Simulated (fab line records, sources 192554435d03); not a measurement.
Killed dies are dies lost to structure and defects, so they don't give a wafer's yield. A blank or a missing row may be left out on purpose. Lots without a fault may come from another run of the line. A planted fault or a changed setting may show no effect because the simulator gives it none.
Split-lot experiment | flow n5_finfet | 7 lots, 39 wafers read, on a route of 1938 steps

THE SPLIT
At N5_BEOL_M15_ILD_DEP_00 (deposits SiO2 from TEOS/O2, target thk 1629.3 nm, time 346.1 s), the setting target_thk_a was moved away from the recipe's 16293 angstrom on 15 of the 39 wafers read, by -46.8% to +53.3%. The other wafers ran this setting at the recipe's value.

FROM THE SPLIT TO THE READING: what the file shows between them, 10 steps
- N5_BEOL_M15_THK_MEAS_01
- N5_BEOL_M15_COAT_58: time 60 s, resist thk 89 nm
- N5_BEOL_M15_COAT_04: resist thk 800 nm
- N5_BEOL_M15_DESCUM_15: chemistry O2, time 7.9 s
- N5_BEOL_M15_ETCH_59: etches BARC in N2/H2, target depth 89 nm, overetch 26.7 nm, time 67.9 s
- N5_BEOL_M15_VIA_ETCH_16: etches SiO2 in C4F8/O2/Ar, target depth 1792.2 nm
- N5_BEOL_M15_STRIP_63: strips in O2
- N5_BEOL_M15_STRIP_64: strips in O2
- N5_BEOL_M15_STRIP_65: strips in post etch residue remover, time 60 s
- N5_BEOL_M15_SRD_66: time 30 s, dry time 30 s

THE READING
cd_nm, in nm, at N5_BEOL_M15_CD_MEAS_17 (target cd 360 nm). Fault-free wafers of this fab line usually give 362.3 nm, standard deviation 2.2 nm.

wafer  | tool, chamber at the split | target_thk_a as run, angstrom | against the recipe | cd_nm, nm | against lot-mates on the recipe
L078.1 | pecvd-04, 2                | 16293                         | recipe             | 359.6     | -
L078.2 | pecvd-04, 0                | 8662                          | -46.8%             | 349.7     | -9.4
L078.3 | pecvd-04, 1                | 16293                         | recipe             | 357.8     | -
L078.4 | pecvd-04, 2                | 16293                         | recipe             | 359.8     | -
L078.5 | pecvd-04, 0                | 8662                          | -46.8%             | 354.9     | -4.2
L078.6 | pecvd-04, 1                | 8662                          | -46.8%             | 351.9     | -7.2
L081.1 | pecvd-04, 2                | 22970                         | +41.0%             | 366.8     | +5.4
L081.2 | pecvd-04, 0,1              | 16293                         | recipe             | 359.2     | -
L081.3 | pecvd-04, 1                | 22970                         | +41.0%             | 367.9     | +6.5
L081.4 | pecvd-04, 0,1              | 16293                         | recipe             | 362.3     | -
L081.5 | pecvd-04, 2                | 16293                         | recipe             | 362.7     | -
L081.6 | pecvd-04, 0                | 22970                         | +41.0%             | 370.5     | +9.1
L089.1 | pecvd-04, 2                | 16293                         | recipe             | 364.5     | -
L089.2 | pecvd-04, 1                | 16293                         | recipe             | 364.0     | -
L089.3 | pecvd-04, 0                | 18840                         | +15.6%             | 364.5     | +0.6
L089.4 | pecvd-04, 1                | 18840                         | +15.6%             | 368.5     | +4.6
L089.5 | pecvd-04, 2                | 18840                         | +15.6%             | 366.0     | +2.1
L089.6 | pecvd-04, 0                | 16293                         | recipe             | 363.3     | -
L090.1 | pecvd-03, 2                | 24970                         | +53.3%             | 365.7     | +5.4
L090.2 | pecvd-03, 0                | 24970                         | +53.3%             | 370.6     | +10.3
L090.3 | pecvd-03, 1                | 16293                         | recipe             | 360.9     | -
L090.4 | pecvd-03, 0                | 24970                         | +53.3%             | 368.3     | +8.0
L090.5 | pecvd-03, 2                | 16293                         | recipe             | 360.3     | -
L090.6 | pecvd-03, 1                | 16293                         | recipe             | 359.8     | -
L088.3 | pecvd-04, 1                | 16293                         | recipe             | 362.5     | -
L088.5 | pecvd-04, 2                | 16293                         | recipe             | 364.9     | -
L088.6 | pecvd-04, 0                | 16293                         | recipe             | 362.9     | -
L096.1 | pecvd-03, 1                | 13000                         | -20.2%             | 358.0     | -6.6
L096.2 | pecvd-03, 2                | 13000                         | -20.2%             | 359.8     | -4.8
L096.3 | pecvd-03, 0                | 16293                         | recipe             | 364.2     | -
L096.4 | pecvd-03, 0                | 16293                         | recipe             | 365.7     | -
L096.5 | pecvd-03, 2                | 16293                         | recipe             | 363.8     | -
L096.6 | pecvd-03, 1                | 13000                         | -20.2%             | 360.3     | -4.3
L097.1 | pecvd-03, 2                | 16293                         | recipe             | 359.7     | -
L097.2 | pecvd-03, 0                | 16293                         | recipe             | 361.1     | -
L097.3 | pecvd-03, 1                | 16293                         | recipe             | 362.2     | -
L097.4 | pecvd-03, 2,1              | 16293                         | recipe             | 361.6     | -
L097.5 | pecvd-03, 0                | 16293                         | recipe             | 364.6     | -
L097.6 | pecvd-03, 2,1              | 16293                         | recipe             | 359.6     | -
Where a row lists several chambers, the file gives one row for several wafers and doesn't say which wafer went through which chamber.

THE FIT
A straight line over all 39 wafers: cd_nm changes by +0.161 nm for each +1% of target_thk_a; r = +0.86; the points scatter about the line by 2.3 nm.
The same after taking each lot's own level away (the mean of its wafers on the recipe; 39 wafers): +0.16 nm for each +1%; r = +0.93; scatter 1.6 nm.
On that fit, the largest move of target_thk_a shifts the reading by 8.5 nm.
The lots' own levels span 359.07 to 364.57 nm, that is 2.5 times the standard deviation above.
So the lot-to-lot level changes the slope little: the two slopes agree.
Check: with one of the wafers moved furthest among these (+53.3%) left out of the fit, the line predicts +8.88 nm for it against its lot-mates. It came out at +5.37 nm against them.

OTHER SPLITS ON THESE WAFERS
These wafers also went through other splits before the reading. Each is held against what the fit with the lots' levels taken away leaves over:
other split on the same wafers | wafers away from the commonest value | r with cd_nm (lot level and that fit taken away)
N5_BEOL_M6_ETCH_62 time_s      | 9                                    | -0.05
N5_BEOL_M8_ILD_DEP_00 time_s   | 15                                   | +0.15
N5_BEOL_M13_DESCUM_33 time_s   | 12                                   | +0.27

THE WHOLE CHAIN: every reading that the file lists as answering this split, in the file's order
step                    | what it does                                                   | reading                                                                             | change (the file's fit)               | r (the file's)
N5_BEOL_M15_ILD_DEP_00  | deposits SiO2 from TEOS/O2, target thk 1629.3 nm, time 346.1 s | SiO2_of_BEOL_M15_ILD_DEP_00.thk_nm (the simulator's own value, which no gauge read) | +16.2 nm for each +1% of the setting  | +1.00
N5_BEOL_M15_THK_MEAS_01 |                                                                | M15_ILD_THK                                                                         | +16.2 for each +1% of the setting     | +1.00
N5_BEOL_M15_VIA_ETCH_16 | etches SiO2 in C4F8/O2/Ar, target depth 1792.2 nm              | etch.depth_nm (the simulator's own value, which no gauge read)                      | +16.2 nm for each +1% of the setting  | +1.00
N5_BEOL_M15_VIA_ETCH_16 | etches SiO2 in C4F8/O2/Ar, target depth 1792.2 nm              | coat_of_BEOL_M15_COAT_04.thk_nm (the simulator's own value, which no gauge read)    | -3.85 nm for each +1% of the setting  | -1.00
N5_BEOL_M15_CD_MEAS_17  | target cd 360 nm                                               | cd_nm                                                                               | +0.159 nm for each +1% of the setting | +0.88

THE FILE'S OWN FIT
cd_nm changes by +0.159 nm for each +1% of target_thk_a, r = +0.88.
